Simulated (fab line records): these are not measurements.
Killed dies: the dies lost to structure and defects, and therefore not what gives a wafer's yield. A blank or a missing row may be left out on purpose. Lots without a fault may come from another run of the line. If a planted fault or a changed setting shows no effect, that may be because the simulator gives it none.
Comparing a struck lot with a sound one    flow n5Finfet    15 steps out of a route of 1938
Sound: the wafers L226.1, L226.2, L226.5. Struck: wafer L239.5 (left out: L239.6, a lot-mate that was not struck); the cause follows at the end.
Per side, at each step with rows, come the tool, then ch with its chambers, and then its first start. Under that, the readings that differ: sound wafers    struck wafers    difference of the means    sigmas: that difference in standard deviations of wafers without a fault.
alike: same words and numbers on both sides, and readings whose means sit less than 2 such deviations apart. not compared: any withheld reading, any reading some wafer has no value for, any bound like >300 that may hide the same value, and any number with overlapping values for which the record gives no deviation.
Wherever a step has rows on one side only, a row that says differs or no value, or a row with sigmas, the two part there. Numbers that don't overlap but have no deviation are shown without sigmas and don't part them. A reading missing from all wafers of one side parts the sides only when that side holds two or more wafers.

first, 4 steps without rows for these wafers: N5_BEOL_M6_SOFTBAKE_06 (time 60 s); N5_BEOL_M6_EXPOSE_08 (exposes mask M6); N5_BEOL_M6_PEB_09 (peb time 60 s); N5_BEOL_M6_DEVELOP_10 (develop time 30 s).
N5_BEOL_M6_CD_MEAS_11: the cd target is 38.5 nm.
  sound on cdSem-02 ch 0, day 10 00:09; struck on cdSem-01 ch 0, day 13 11:32
  alike: cdNm
N5_BEOL_M6_OVL_MEAS_12:
  sound on overlay-02 ch 0, day 10 00:11; struck on overlay-02 ch 0, day 13 11:34
reading      sound        struck  difference  sigmas
M6_OVL (nm)  0.5 0.1 0.3  -1.2    -1.5        -2
N5_BEOL_M6_INSPECT_13: inspects for defects (brightfield).
  sound on defectInspect-02 at day 10 00:12; struck on defectInspect-02 at day 13 11:35
  alike: rawDefectCount
N5_BEOL_M6_DESCUM_16: chemistry O2, time 7.9 s.
  sound on rieDiel-06 ch 1,2,3, day 10 00:43; struck on rieDiel-01 ch 2, day 13 11:38
  alike: drypumpMotorCurrentA, oesProductAu, rfVppV, showerheadPlenumPTorr, throttleValvePct
  not compared: rfHoursCounterH
N5_BEOL_M6_ETCH_61: etches SiARC in CF4, target depth 45.5 nm, time 75.8 s.
  sound on rieDiel-06 ch 1,2,3, day 10 00:46; struck on rieDiel-01 ch 2, day 13 11:41
  alike: drypumpMotorCurrentA, etchRfOnTimeS, oesProductAu, rfVppV, showerheadPlenumPTorr, throttleValvePct
  not compared: rfHoursCounterH
N5_BEOL_M6_ETCH_62: etches SOC in N2/H2, target depth 110 nm, overetch 22 nm, time 165 s.
  sound on rieDiel-06 ch 1,2,3, day 10 00:49; struck on rieDiel-01 ch 2, day 13 11:47
  alike: drypumpMotorCurrentA, oesProductAu, rfVppV, showerheadPlenumPTorr, throttleValvePct
  not compared: rfHoursCounterH
then, 1 step without rows for these wafers: N5_BEOL_M6_STRIP_68 (strips in N2/H2).
N5_BEOL_M6_STRIP_67: strips in CF4.
  sound on rieDiel-06 ch 1,2,3, day 10 00:58; struck on rieDiel-01 ch 2, day 13 11:52
  alike: drypumpMotorCurrentA, oesProductAu, rfVppV, showerheadPlenumPTorr, throttleValvePct
  not compared: rfHoursCounterH
N5_BEOL_M6_HM_OPEN_17: chemistry Cl2/BCl3, target TiN, target depth 20 nm, overetch 6 nm.
  sound on rieMetal-01 ch 0,1, day 10 01:00; struck on rieMetal-01 ch 0, day 13 11:58
reading                                  sound       struck  difference  sigmas
model.SOC_of_BEOL_M6_COAT_59.thkNm (nm)  92.2 92 92  91.8    -0.3        
  alike: drypumpMotorCurrentA, heBacksideLeakSccm, oesProductAu, throttleValvePct
  not compared: rfHoursCounterH
N5_BEOL_M6_STRIP_19: strips in O2.
  sound on rieDiel-06 ch 0,1,2, day 10 01:13; struck on rieDiel-04 ch 3, day 13 12:02
reading     sound        struck  difference  sigmas
rfVppV (V)  3.3 2.6 3.5  4.5     +1.4        +2
  alike: drypumpMotorCurrentA, oesProductAu, showerheadPlenumPTorr, throttleValvePct
  not compared: rfHoursCounterH
N5_PASSIVATION_PROBE_49:
  sound wafers here have rows in the record (prober-01, day 13 12:49); struck ones have none

== WHERE THEY PART ==
Earliest at N5_BEOL_M6_OVL_MEAS_12; latest, in this record, at N5_PASSIVATION_PROBE_49.

WHY: whatever the simulator had introduced
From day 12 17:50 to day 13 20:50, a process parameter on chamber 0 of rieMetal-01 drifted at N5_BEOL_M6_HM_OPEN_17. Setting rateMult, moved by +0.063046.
